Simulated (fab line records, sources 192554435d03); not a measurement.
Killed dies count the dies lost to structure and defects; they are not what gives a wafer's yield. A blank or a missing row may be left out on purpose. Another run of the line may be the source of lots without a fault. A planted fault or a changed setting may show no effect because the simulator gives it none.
Matching of chambers ; flow n5 finfet ; N5_MIM_TOP_ETCH_STRIP_01 on rie diel-02 has 4 sister chambers
The step strips in O2. 20 wafers are shown with their chamber, then 10 later ones without.

## WAFERS PAIRED WITH THEIR CHAMBERS
wafer;chamber;drypump motor current A (A);showerhead plenum p Torr (Torr);throttle valve pct (%)
L076.2;1;5.8;2.01;17.21
L076.3;2;5.7;2.21;16.53
L076.4;0;6.7;2.14;16.44
L080.1;3;5.8;1.98;16.47
L080.3;2;5.7;2.20;16.57
L080.4;0;6.7;2.13;16.40
L081.2;1;5.7;2.01;17.20
L081.3;3;5.8;1.98;16.50
L081.5;2;5.7;2.21;16.58
L082.3;0;6.7;2.13;16.49
L082.4;3;5.8;1.97;16.47
L082.6;3;5.8;1.97;16.46
L078.1;1;5.7;2.00;17.18
L078.4;3;5.8;1.98;16.49
L078.5;0;6.7;2.13;16.44
L084.2;2;5.7;2.20;16.63
L084.4;0;6.7;2.13;16.45
L084.6;1;5.8;2.00;17.17
L088.1;0;6.7;2.13;16.45
L088.2;2;5.7;2.20;16.60

SIGNATURES (means of the wafers above)
reading;chamber 0;chamber 1;chamber 2;chamber 3;scatter within a chamber
drypump motor current A;6.700;5.750;5.700;5.800;0.025
showerhead plenum p Torr;2.1317;2.0050;2.2040;1.9760;0.00514
throttle valve pct;16.4450;17.1900;16.5820;16.4780;0.0271
Rule: distance of a wafer from a chamber = root of the sum over the readings of ((wafer's reading minus chamber's mean) / reading's scatter) squared. The wafer belongs to the nearest chamber; if the next one is less than 2 further off, it can't be placed. The scatter: take each reading less its chamber's mean, square it, sum over the shown wafers, divide by the number of wafers less the number of chambers, and take the root.

## WAFERS WITHOUT THEIR CHAMBER
wafer;drypump motor current A (A);showerhead plenum p Torr (Torr);throttle valve pct (%)
L088.3;5.7;2.00;17.23
L089.2;5.7;2.00;17.25
L089.4;5.7;2.20;16.59
L089.6;6.7;2.13;16.47
L091.1;6.6;2.13;16.46
L091.2;5.7;2.19;16.63
L091.4;5.7;2.00;17.20
L093.1;5.8;1.97;16.52
L093.5;5.8;1.97;16.54
L093.6;6.7;2.12;16.47

## EACH ONE'S CHAMBER
wafer;from the rows above;in truth
L088.3;1;1
L089.2;1;1
L089.4;2;2
L089.6;0;0
L091.1;0;0
L091.2;2;2
L091.4;1;1
L093.1;3;3
L093.5;3;3
L093.6;0;0
10 of 10 placed correctly. Can't be placed from these rows: 0. Placed wrongly: 0.
